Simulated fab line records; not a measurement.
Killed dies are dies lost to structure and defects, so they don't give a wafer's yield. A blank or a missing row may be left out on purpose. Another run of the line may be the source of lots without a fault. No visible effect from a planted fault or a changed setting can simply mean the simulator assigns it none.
Chamber matching -- flow n5_finfet -- N5_BEOL_M7_ALD_77 on ald_metal-02: 4 sister chambers
The step deposits TaN, target thk 2 nm, pulse time 2 s, purge time 3 s. 4 wafers are shown with their chamber, then 7 later ones without.

WAFERS, EACH WITH ITS CHAMBER
wafer,chamber,heater_power_w (W)
L082.1,2,367
L086.3,0,455
L089.1,3,474
L089.2,1,395

WAFERS WITH NO CHAMBER GIVEN
wafer,heater_power_w (W)
L089.3,375
L090.1,385
L090.3,441
L090.5,451
L095.2,367
L095.5,369
L095.6,399

THE CHAMBER EACH PASSED THROUGH
wafer,from the rows above,in truth
L089.3,can't be placed: 2 or 1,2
L090.1,can't be placed: 1 or 2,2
L090.3,0,0
L090.5,0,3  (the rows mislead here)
L095.2,2,2
L095.5,2,2
L095.6,1,1
4 of 7 placed correctly. These rows do not allow placing 2 (true chamber among the candidates in 2). Placed wrongly: 1.
How it was worked out, from the rows above alone: a wafer's distance from a chamber is the root of the sum, over the readings, of the square of ((its reading less the chamber's mean) divided by the reading's scatter). If the next closest chamber is less than 2 further off than the closest, the wafer can't be placed; otherwise it belongs to the closest. A chamber's mean is the mean of its shown wafers. The scatter: root of mean squared gap, hidden wafer to nearest shown wafer, with one shown wafer a chamber.
